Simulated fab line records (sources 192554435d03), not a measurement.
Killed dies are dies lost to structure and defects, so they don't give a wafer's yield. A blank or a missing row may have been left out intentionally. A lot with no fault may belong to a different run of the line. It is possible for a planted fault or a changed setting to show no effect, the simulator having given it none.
fab line records ; flow n5Finfet
record: lots: 4; wafers: 10; lastDay: 18
route steps=1938 shown PMOS_HMC_CHANNEL_EPI@58 FIN_SAQP@90 BEOL_M4@1111 PASSIVATION@1936
lots with no fault: from the same line, run without faults
startH: hours from the record's first day to the start of the lot's first wafer shown ; waitH: hours elapsed since this lot's preceding step ; " identical to the entry in the row above ; L1.1+2: a row that stands for several wafers ; - either no value or no given start ; * or withheld: withheld ; < > ~ a bound
route shown NAME@n: NAME is a module with steps in the file, n the number in the route of the first one ; usual: mean/standard deviation of fault-free wafers ; same: alike in all rows ; chamber/n: place in a boat ; sites: readings site by site ; _std_site: the values' standard deviation ; _edge_site: inner sites' mean taken away from outer sites' mean ; radiusMm: how far each site lies from the wafer's centre ; mask NAME#n: copy n ; behind: the most recent tool/chamber to have shaped the wafer ; hold: why the lot was held/for how many hours/how that ended ; device: the transistor (n, p or np) that didn't switch ; end of line: the tests these same wafers got at the end of their route ; step lacking rows: just its recipe ; killed: dies that structure and defects cost at the first sort, which is not the same as the wafer's yield ; map: the dies of a wafer, with x for killed, . for not killed, _ for no die there
set.NAME: the run value of the setting; set.NAME@STEP: its run value at that earlier step ; model.NAME: the simulator's own value behind a step, which no gauge read
lots seen at some steps along the route; tables by step, rows by wafer
services: from which hour (startH, from the record's first day; less than 0 if before it) a tool's chamber was out of use, for how many hours, and why
== steps ==
step: N5_PMOS_HMC_CHANNEL_EPI_COAT_31
recipe: resist: BARC; tempC: 205; timeS: 60; spinRpm: 1500; resistThkNm: 66
step: N5_PMOS_HMC_CHANNEL_EPI_COAT_03
recipe: resist: CAR-ArF-block; spinRpm: 1500; resistThkNm: 205
step: N5_PMOS_HMC_CHANNEL_EPI_EBR_05
recipe: solvent: PGMEA; ebrWidthMm: 1.5
step: N5_PMOS_HMC_CHANNEL_EPI_SOFTBAKE_04
recipe: tempC: 110; timeS: 60; resist: CAR-ArF-block
step: N5_PMOS_HMC_CHANNEL_EPI_EXPOSE_06
recipe: maskId: PMOS_HMC_BLK; na: 1.35; sourceShape: conventional; sigmaOuter: 0.8; polarization: unpolarized; targetCdNm: 240; doseMj: 41
step: N5_PMOS_HMC_CHANNEL_EPI_PEB_07
recipe: pebTempC: 110; pebTimeS: 60; resist: CAR-ArF-block
step: N5_PMOS_HMC_CHANNEL_EPI_DEVELOP_08
recipe: developTimeS: 30; developer: TMAH; resist: CAR-ArF-block; devTempC: 23; rinseLiquid: diw; dry: airSpin
step: N5_PMOS_HMC_CHANNEL_EPI_DESCUM_14
recipe: chemistry: O2; timeS: 7.9; sourcePowerW: 50; biasPowerW: 20; pressureMtorr: 20; rfFrequencyHz: 2.712e+07; tempC: 40; resist: CAR-ArF-block; o2FlowSccm: 225
step: N5_PMOS_HMC_CHANNEL_EPI_ETCH_32
recipe: chemistry: N2/H2; target: BARC; stopOn: SiO2; targetDepthA: 858; overEtchFrac: 0.3; timeS: 50.3; ionEnergyEv: 200; maskMaterial: CAR-ArF-block; pressureMtorr: 30; sourceW: 840; biasW: 150; n2FlowSccm: 200; h2FlowSccm: 200
step: N5_PMOS_HMC_CHANNEL_EPI_HM_OPEN_15
recipe: chemistry: CHF3/O2; target: SiO2; maskMaterial: CAR-ArF-block; targetDepthA: 406; CHF3_flow_sccm: 50; O2_flow_sccm: 5; Ar_flow_sccm: 200; timeS: 20.3; pressureMtorr: 30; sourceW: 650; biasW: 170; ionEnergyEv: 200
usual: drypumpMotorCurrentA: 5.9/0.34; mfcArSccm: 200.0/0.62; oes_f_703_au: 0.78/0.078; oesProductAu: 0.77/0.08; rfVppV: 526/4.2; showerheadPlenumPTorr: 2.44/0.042; throttleValvePct: 18.91/0.22
lot.wafer;tool;chamber;startH;waitH;drypumpMotorCurrentA;mfcArSccm;oes_f_703_au;oesProductAu;rfHoursCounterH;rfVppV;showerheadPlenumPTorr;throttleValvePct;model.etch.depthNm;model.CAR-ArF-block_of_PMOS_HMC_CHANNEL_EPI_COAT_03.thkNm
L454.4;rieDiel-02;1;24.04;0.0;6.4;199.1;0.77;0.79;124;526;2.42;19.07;41.67;90.34
L454.5;rieDiel-02;1;24.04;0.0;6.4;199.3;0.77;0.78;-;525;2.42;19.06;41.37;90.77
L454.6;rieDiel-02;2;24.04;0.0;6.3;199.7;0.72;0.71;-;527;2.48;19.26;40.79;90.84
L459.2;rieDiel-02;3;53.59;0.0;5.6;199.6;0.77;0.63;108;525;2.43;18.61;28.4;105.1
L459.6;rieDiel-02;2;53.59;0.0;6.3;199.7;0.71;0.70;-;525;2.48;19.29;40.84;92.26
L460.2;rieDiel-02;1;59.18;0.0;6.4;199.9;0.77;0.63;134;527;2.42;19.08;28.64;102.3
L460.3;rieDiel-02;3;59.18;0.0;5.7;201.0;0.78;0.63;109;527;2.43;18.58;28.44;103.7
L476.1;rieDiel-05;3;155.27;0.0;6.0;200.1;0.72;0.71;214;527;2.49;18.89;40.47;91.74
L476.3;rieDiel-05;0;155.27;0.0;6.1;199.8;0.90;0.89;35;521;2.45;18.97;41.21;87.57
L476.6;rieDiel-05;1;155.27;0.0;5.8;199.3;0.89;0.90;-;523;2.45;18.51;40.84;90.79
step: N5_PMOS_HMC_CHANNEL_EPI_STRIP_33
recipe: chemistry: N2/H2; powerW: 500; tempC: 40; pressureMtorr: 50; rfFrequencyHz: 6e+07; overashFraction: 0.3; biasPowerW: 8; h2Frac: 0.5; n2FlowSccm: 300; h2FlowSccm: 300
step: N5_PMOS_HMC_CHANNEL_EPI_STRIP_17
recipe: chemistry: SPM; timeS: 750; tempC: 130; h2so4H2o2VolRatio: 4; dry: ipaMarangoni
step: N5_PMOS_HMC_CHANNEL_EPI_ETCH_38
recipe: chemistry: CF4; target: SiO2; targetDepthA: 15; ionEnergyEv: 350; pressureMtorr: 10; icpW: 800; biasW: 400; cf4FlowSccm: 80
step: N5_PMOS_HMC_CHANNEL_EPI_FIN_RECESS_16
recipe: chemistry: HBr/Cl2; target: Si; maskMaterial: SiO2; targetDepthA: 540; timeS: 18; pressureMtorr: 10; icpW: 800; biasW: 75; HBr_flow_sccm: 150; Cl2_flow_sccm: 80
step: N5_PMOS_HMC_CHANNEL_EPI_PRECLEAN_36
recipe: chemistry: O3/DIW; timeS: 45; tempC: 22; o3Ppm: 10
step: N5_PMOS_HMC_CHANNEL_EPI_PRECLEAN_18
recipe: chemistry: DHF; timeS: 30; tempC: 25; dilution: withheld
step: N5_PMOS_HMC_CHANNEL_EPI_SRD_19
recipe: dry: ipaMarangoni; doPpb: 5; timeS: 30; tempC: 23; rinseLiquid: diw
step: N5_PMOS_HMC_CHANNEL_EPI_EPI_20
recipe: material: SiGe30; maskMaterial: SiO2; pressureTorr: 20; targetThkA: 590; tempC: 600
step: N5_PMOS_HMC_CHANNEL_EPI_HM_STRIP_35
recipe: chemistry: dHF; tempC: 25; material: SiO2; target: SiO2; targetDepthA: 396; timeS: 216
step: N5_PMOS_HMC_CHANNEL_EPI_SRD_39
recipe: dry: ipaMarangoni; timeS: 30; tempC: 23; rinseLiquid: diw
step: N5_PMOS_HMC_CHANNEL_EPI_CMP_21
recipe: material: SiGe30; postCmpClean: alkalineBrush; targetThkNm: 54
step: N5_PMOS_HMC_CHANNEL_EPI_PRECLEAN_40
recipe: chemistry: DHF; timeS: 30; tempC: 25; dilution: withheld
step: N5_PMOS_HMC_CHANNEL_EPI_PRECLEAN_37
recipe: chemistry: O3/DIW; timeS: 45; tempC: 22; o3Ppm: 10
step: N5_PMOS_HMC_CHANNEL_EPI_PRECLEAN_24
recipe: chemistry: DHF; timeS: 30; tempC: 25; dilution: withheld
step: N5_PMOS_HMC_CHANNEL_EPI_SRD_25
recipe: dry: ipaMarangoni; doPpb: 5; timeS: 30; tempC: 23; rinseLiquid: diw
step: N5_PMOS_HMC_CHANNEL_EPI_EPI_26
recipe: material: Si; targetThkA: 38; tempC: 650; precursor: SiH4/H2; pressureTorr: 20; timeS: 22.7
step: N5_FIN_SAQP_PRECLEAN_42
recipe: chemistry: O3/DIW; timeS: 60; tempC: 22; o3Ppm: 10
step: N5_FIN_SAQP_PRECLEAN_00
recipe: chemistry: SC1; timeS: 60; tempC: 55; mix: 1:2:50
step: N5_FIN_SAQP_PRECLEAN_44
recipe: chemistry: SC2; timeS: 45; tempC: 35; mix: 1:1:50
step: N5_FIN_SAQP_SRD_01
recipe: dry: ipaMarangoni; timeS: 30; tempC: 23; rinseLiquid: diw
step: N5_FIN_SAQP_ALD_61
recipe: material: SiO2; targetThkA: 40; tempC: 300; aldPrecursorFamily: BDEAS; aldCoReactant: O2-plasma; pulseTimeS: 1; purgeTimeS: 2; coReactantPurgeTimeS: 2; aldCycles: 43; pressureTorr: 2
step: N5_FIN_SAQP_DENSIFY_62
recipe: tempC: 700; timeS: 60; ambient: N2; idleTempC: 600; rampUpCPerS: 150; rampDownCPerS: 60; coolToC: 600
step: N5_FIN_SAQP_HM_DEP_03
recipe: material: SiNx; targetThkA: 380; tempC: 400; precursor: SiH4/NH3/N2; pressureTorr: 1.5; rfW: 300; timeS: 33.6
step: N5_FIN_SAQP_PECVD_47
recipe: material: a-Si; targetThkA: 450; tempC: 400; precursor: SiH4/He; pressureTorr: 3; rfW: 100; timeS: 36.3
step: N5_FIN_SAQP_PECVD_48
recipe: material: SiNx; targetThkA: 250; tempC: 400; precursor: SiH4/NH3/N2; pressureTorr: 1.5; rfW: 300; timeS: 22.1
step: N5_BEOL_M4_RC_MEAS_101
usual: DIBL_N: 36.4/1.4; DIBL_P: 36.3/1.8; IOFF_N: 0.163/0.024; IOFF_P: 0.21/0.034; ION_N: 673/11; ION_P: 461/7.4; SS_N: 71.6/0.52; SS_P: 73.3/0.58; VT_N: 249.4/2.5; VT_P: -250/3.5
lot.wafer;tool;chamber;startH;waitH;DIBL_N[mV/V];DIBL_P[mV/V];IOFF_N[nA/um];IOFF_P[nA/um];ION_N[uA/um];ION_P[uA/um];SS_N[mV/dec];SS_P[mV/dec];VT_N[mV];VT_P[mV]
L454.4;prober-02;0;171.12;0.5;39.4;40.4;0.228;0.27;679;461;72.8;74.5;245.1;-249
L454.5;prober-02;0;171.12;0.5;36.9;37.2;0.180;0.23;667;455;71.5;72.9;249.7;-249
L454.6;prober-02;0;171.12;0.5;35.9;36.5;0.157;0.20;679;468;71.0;72.3;248.3;-250
L459.6;prober-01;0;199.86;0.8;35.7;33.9;0.130;0.19;660;456;71.1;72.2;253.4;-252
L476.1;prober-01;0;305.94;0.0;40.2;38.5;0.211;0.29;689;475;72.2;73.4;247.9;-243
L476.3;prober-01;0;305.94;0.0;39.1;37.0;0.180;0.26;666;461;72.6;73.1;249.2;-245
L476.6;prober-01;0;305.94;0.0;40.0;37.8;0.204;0.29;683;471;72.2;74.0;246.8;-245
step: N5_PASSIVATION_PROBE_49
usual: defectLimitedYield: 91.4/1.6; killed_at_M0_to_M3: 34/12; killed_at_M4_up: 13/5.2; killedAtContacts: 11/5.5; killedAtFrontEnd: 40/13; killedAtOther: 3.4/2.7; killedDies: 102/19; killedOnRim: 13/4.3; killedOpen: 66/15; killedShort: 33/7.9; sort_bin_5_function: 5.1/1.1; sort_bin_6_memory: 3.2/0.7; sortNPass: 1078/19; sortYieldPct: 91.4/1.6
same: grossDies: 1180; killedAtBackSide: 0; sort_bin_4_leakage[%]: 0; sort_bin_8_speed[%]: 0
lot.wafer;tool;chamber;startH;waitH;defectLimitedYield[%];killed_at_M0_to_M3;killed_at_M4_up;killedAtContacts;killedAtFrontEnd;killedAtOther;killedDies;killedOnRim;killedOpen;killedShort;sort_bin_5_function[%];sort_bin_6_memory[%];sortNPass;sortYieldPct[%]
L454.4;prober-01;-;273.00;0.2;91.9;35;12;11;31;6;95;16;56;36;5.3;2.5;1085;91.9
L454.5;prober-01;-;273.05;0.2;90.5;20;13;18;54;7;112;16;76;33;5.6;3.6;1068;90.5
L454.6;prober-01;-;273.10;0.3;93.7;21;12;8;29;4;74;5;50;22;2.9;3.1;1106;93.7
L459.2;prober-01;-;310.83;0.1;1.4;57;16;5;1082;4;1164;145;103;41;94.3;4.2;16;1.4
L459.6;prober-01;-;311.03;0.3;92.8;31;17;9;25;3;85;11;65;20;4.3;2.8;1095;92.8
L460.2;prober-01;-;319.99;0.1;1.4;43;17;9;1092;2;1163;141;75;36;94.7;3.6;17;1.4
L460.3;prober-01;-;320.04;0.1;0.3;30;13;5;1127;2;1177;149;64;35;96.5;3.1;3;0.3
L476.1;prober-01;-;431.08;0.0;91.8;37;14;13;27;6;97;9;51;44;4.5;3.1;1083;91.8
L476.3;prober-01;-;431.18;0.1;90.3;41;21;7;38;8;115;15;78;36;5.7;3.8;1065;90.3
L476.6;prober-01;-;431.33;0.3;91.8;39;13;14;29;2;97;12;58;36;4.7;3.1;1083;91.8
killed by level:class
L454.4 STI_FIN_REVEAL:geometricParticle:open=12 BEOL_M0_SAQP:geometricParticle:short=11 MOL_CONTACT_COAG:geometricParticle:open=9 BEOL_M2:geometricParticle:open=8 DUMMY_GATE:geometricParticle:open=6 BEOL_M1:geometricParticle:open=5 STARTING-WAFER:geometricParticle:short=5 BEOL_M5:geometricParticle:short=4
L454.5 STI_FIN_REVEAL:geometricParticle:open=26 MOL_CONTACT_COAG:geometricParticle:open=13 FIN_SAQP:geometricParticle:open=7 FIN_SAQP:geometricParticle:short=6 BEOL_M4:geometricParticle:open=6 BEOL_M0_SAQP:geometricParticle:short=4 BEOL_M3:geometricParticle:open=4 BEOL_M0_SAQP:geometricParticle:open=4
L454.6 STI_FIN_REVEAL:geometricParticle:open=10 BEOL_M0_SAQP:geometricParticle:open=7 GATE_CUT:geometricParticle:short=6 MOL_CONTACT_COAG:geometricParticle:open=6 BEOL_M0_SAQP:geometricParticle:short=6 BEOL_M2:geometricParticle:open=4 BEOL_M4:geometricParticle:open=4 BEOL_M5:geometricParticle:open=4
L459.2 PMOS_HMC_CHANNEL_EPI:areaOpen=1020 BEOL_M0_SAQP:geometricParticle:open=23 FIN_SAQP:geometricParticle:open=16 FIN_SAQP:geometricParticle:short=14 BEOL_M4:geometricParticle:open=12 BEOL_M0_SAQP:geometricParticle:short=10 DUMMY_GATE:geometricParticle:open=7 BEOL_M1:geometricParticle:open=7
L459.6 BEOL_M3:geometricParticle:open=12 FIN_SAQP:geometricParticle:open=7 MOL_CONTACT_COAG:geometricParticle:open=7 BEOL_M4:geometricParticle:open=7 BEOL_M0_SAQP:geometricParticle:open=6 BEOL_M2:geometricParticle:open=5 FIN_SAQP:geometricParticle:short=4 BEOL_M0_SAQP:geometricParticle:short=4
L460.2 PMOS_HMC_CHANNEL_EPI:areaOpen=1052 STI_FIN_REVEAL:geometricParticle:open=11 GATE_CUT:geometricParticle:short=10 MOL_CONTACT_COAG:geometricParticle:open=9 BEOL_M1:geometricParticle:open=9 BEOL_M0_SAQP:geometricParticle:open=8 BEOL_M2:geometricParticle:open=7 BEOL_M0_SAQP:geometricParticle:short=6
L460.3 PMOS_HMC_CHANNEL_EPI:areaOpen=1076 GATE_CUT:geometricParticle:short=10 BEOL_M0_SAQP:geometricParticle:short=10 FIN_SAQP:geometricParticle:short=7 DUMMY_GATE:geometricParticle:open=7 BEOL_M0_SAQP:geometricParticle:open=7 BEOL_M1:geometricParticle:open=7 STI_FIN_REVEAL:geometricParticle:open=6
L476.1 BEOL_M0_SAQP:geometricParticle:short=10 BEOL_M0_SAQP:geometricParticle:open=10 MOL_CONTACT_COAG:geometricParticle:open=9 FIN_SAQP:geometricParticle:short=8 BEOL_M3:geometricParticle:open=7 FIN_SAQP:geometricParticle:open=5 ILD0:geometricParticle:short=4 MOL_CONTACT_COAG:geometricParticle:short=4
L476.3 BEOL_M0_SAQP:geometricParticle:open=16 BEOL_M0_SAQP:geometricParticle:short=11 STI_FIN_REVEAL:geometricParticle:open=10 MOL_CONTACT_COAG:geometricParticle:open=7 BEOL_M4:geometricParticle:open=7 GATE_CUT:geometricParticle:short=6 BEOL_M2:geometricParticle:open=5 FIN_SAQP:geometricParticle:short=4
L476.6 BEOL_M0_SAQP:geometricParticle:open=14 MOL_CONTACT_COAG:geometricParticle:open=10 BEOL_M0_SAQP:geometricParticle:short=10 GATE_CUT:geometricParticle:short=8 BEOL_M3:geometricParticle:open=7 MOL_CONTACT_COAG:geometricParticle:short=4 DUMMY_GATE:geometricParticle:open=3 ILD0:geometricParticle:short=3
map L459.2 (x killed, . not)
_________________xxxxxxxxxxxx________________
______________xxxxxxxxxxxxxxxxxx_____________
___________xxxxxxxxxxxxxxxxxxxxxxxx__________
__________xxxxxxxxxxxxxxxxxxxxxxxxxx_________
________xxxxxxxxxxxxxxxxxxxxxxxxxxxxxx_______
_______xxxxxxxxxxxxxxxxxxxxxxxxxxxxxxxx______
______xxxxxxxxxxxxxxxxxxxxxxxxxxxxxxxxxx_____
_____xxxxxxxxxxxxxxxxxxxxxxxxxxxxxxxxxxxx____
____xxxxxxxxxxxxxxxxxxxxxxxxxxxxxxxxxxxxxx___
___xxxxxxxxxxxxxxxxxxxxxxxxxxxxxxxxxxxxxxxx__
___xxxxxxxxxxxxxxxxxxxxxxxxxxxxxxxxxxxxxxxx__
__xxxxxxxxxxxxxxxxxxxxxxxxxxxxxxxxxxxxxxxxxx_
__xxxxxxxxxxxxxxxxxxxxxxxxxxxxxxxxxxxxxxxxxx_
_xxxxxxxxxxxxxxxxxxxxxxxxxxxxxxxxxxxxxxxxxxxx
_xxxxxxxxxxxxxxxxxxxxxxxxxxxxxxxxxxxxxxxxxxxx
_xxxxxxxxxxxxxxxxxxxxxxxxxxxxxxxxxxxxxxxxxxxx
_xxxxxxxxxxxxxxxxxxxxxxxxxxxxxxxxxxxxxxxxxxxx
_xxxxxxxxxxxxxxxxxxxxxxxxxxxxxxxxxxxxxxxxxxxx
_xxxxxxxxxxxxxxxxxxxxxxxxxxxxxxxxxxxxxxxxxxxx
_xxxxxxxxxxxxxxxxxxxxxxxxxxxxxxxxxxxxxxxxxxxx
_xxxxxxxxxxxxxxxxxxxxxxxxxxxxxxxxxxxxxxxxxxxx
__xxxxxxxxxxxxxxxxxxxxxxxxxxxxxxxxxxxxxxxxxx_
__xxxxxxxxxxxxxxxxxxxxxxxxxxxxxxxxxxxxxxxxxx_
___xxxxxxxxxxxxxxxxxxxxxxxxxxxxxxxxxxxxxxxx__
___xxxxxxxx.xxxxxxxxxxxxxxxxxxxxxxxxxxxxxxx__
____x.xxxxxxxxxxxxxxxxxxxxxxxxxxxxxxxxxxxx___
_____xx..x.xxxxxxxxxxxxxxxxxxxxxxxxxxxxxx____
______xxxxx.xxxxxxxxxxxxxxxxxxxxxxxxxxxx_____
_______.x.x..xxxxxxxxxxxxxxxxxxxxxxxxxx______
________..xxxxxxxxxxxxxxxxxxxxxxxxxxxx_______
__________xx.xxxxxxxxxxxxxxxxxxxxxxx_________
___________...xxxxxxxxxxxxxxxxxxxxx__________
______________xxxxxxxxxxxxxxxxxx_____________
_________________xxxxxxxxxxxx________________
map L460.3 (x killed, . not)
_________________xxxxxxxxxxxx________________
______________xxxxxxxxxxxxxxxxxx_____________
___________xxxxxxxxxxxxxxxxxxxxxxxx__________
__________xxxxxxxxxxxxxxxxxxxxxxxxxx_________
________xxxxxxxxxxxxxxxxxxxxxxxxxxxxxx_______
_______xxxxxxxxxxxxxxxxxxxxxxxxxxxxxxxx______
______xxxxxxxxxxxxxxxxxxxxxxxxxxxxxxxxxx_____
_____xxxxxxxxxxxxxxxxxxxxxxxxxxxxxxxxxxxx____
____xxxxxxxxxxxxxxxxxxxxxxxxxxxxxxxxxxxxxx___
___xxxxxxxxxxxxxxxxxxxxxxxxxxxxxxxxxxxxxxxx__
___xxxxxxxxxxxxxxxxxxxxxxxxxxxxxxxxxxxxxxxx__
__xxxxxxxxxxxxxxxxxxxxxxxxxxxxxxxxxxxxxxxxxx_
__xxxxxxxxxxxxxxxxxxxxxxxxxxxxxxxxxxxxxxxxxx_
_xxxxxxxxxxxxxxxxxxxxxxxxxxxxxxxxxxxxxxxxxxxx
_xxxxxxxxxxxxxxxxxxxxxxxxxxxxxxxxxxxxxxxxxxxx
_xxxxxxxxxxxxxxxxxxxxxxxxxxxxxxxxxxxxxxxxxxxx
_xxxxxxxxxxxxxxxxxxxxxxxxxxxxxxxxxxxxxxxxxxxx
_xxxxxxxxxxxxxxxxxxxxxxxxxxxxxxxxxxxxxxxxxxxx
_xxxxxxxxxxxxxxxxxxxxxxxxxxxxxxxxxxxxxxxxxxxx
_xxxxxxxxxxxxxxxxxxxxxxxxxxxxxxxxxxxxxxxxxxxx
_.xxxxxxxxxxxxxxxxxxxxxxxxxxxxxxxxxxxxxxxxxxx
__.xxxxxxxxxxxxxxxxxxxxxxxxxxxxxxxxxxxxxxxxx_
__xxxxxxxxxxxxxxxxxxxxxxxxxxxxxxxxxxxxxxxxxx_
___xxxxxxxxxxxxxxxxxxxxxxxxxxxxxxxxxxxxxxxx__
___xxxxxxxxxxxxxxxxxxxxxxxxxxxxxxxxxxxxxxxx__
____xxxxxxxxxxxxxxxxxxxxxxxxxxxxxxxxxxxxxx___
_____xxxxxxxxxxxxxxxxxxxxxxxxxxxxxxxxxxxx____
______xxxxxxxxxxxxxxxxxxxxxxxxxxxxxxxxxx_____
_______xxxxxxxxxxxxxxxxxxxxxxxxxxxxxxxx______
________xxxxxxxxxxxxxxxxxxxxxxxxxxxxxx_______
__________xxxxxxxxxxxxxxxxxxxxxxxxxx_________
___________xxxxxxxxxxxxxxxxxxxxxxx.__________
______________xxxxxxxxxxxxxxxxxx_____________
_________________xxxxxxxxxxxx________________
== services ==
tool;chamber;startH;hours;kind
rieDiel-05;0;6.54;-;clean
rieDiel-05;0;6.54;-;consumableReplace:focusRing
rieDiel-05;0;6.54;20.7;scheduledDown
rieDiel-05;0;6.54;20.7;ventCycle
rieDiel-05;1;27.47;-;clean
rieDiel-05;1;27.47;-;consumableReplace:focusRing
rieDiel-05;1;27.47;16.0;scheduledDown
rieDiel-05;1;27.47;16.0;ventCycle
rieDiel-02;0;49.56;4.1;repair
rieDiel-05;0;72.95;3.1;repair
rieDiel-05;3;94.96;1.2;repair
rieDiel-02;2;138.40;-;clean
rieDiel-02;2;138.40;-;consumableReplace:focusRing
rieDiel-02;2;138.40;25.0;scheduledDown
rieDiel-02;2;138.40;25.0;ventCycle
== key ==
firstSign: step: N5_PASSIVATION_PROBE_49; reading: killedAtFrontEnd; direction: up; sigmas: 85; usual: 40; struck: 1100
effect: step: N5_PASSIVATION_PROBE_49; reading: sort_bin_5_function; direction: up; sigmas: 82; usual: 5.1; struck: 95.2
modelEffect: step: N5_PMOS_HMC_CHANNEL_EPI_HM_OPEN_15; value: etch.depthNm; without: 40.9; struck: 28.49
moreKillsBornAt: N5_PMOS_HMC_CHANNEL_EPI_HM_OPEN_15@rieDiel-02: 3148
metAt N5_PMOS_HMC_CHANNEL_EPI_HM_OPEN_15
struckWafers L459.2,L460.2,L460.3
laterRowsLeftOut L459.2,L460.2,L460.3
onsetBetween 24.04 53.59
fault: kind: processParameterDrift; tool: rieDiel-02; chamber: -; onsetH: 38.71; steps: N5_PMOS_HMC_CHANNEL_EPI_HM_OPEN_15; channel: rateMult; offset: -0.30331; shape: step; endH: 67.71; scope: struckWafersOnly
laterRowsLeftOut: the simulator's readings of these wafers behind a module that went badly wrong aren't trusted and aren't shown, but for the sort
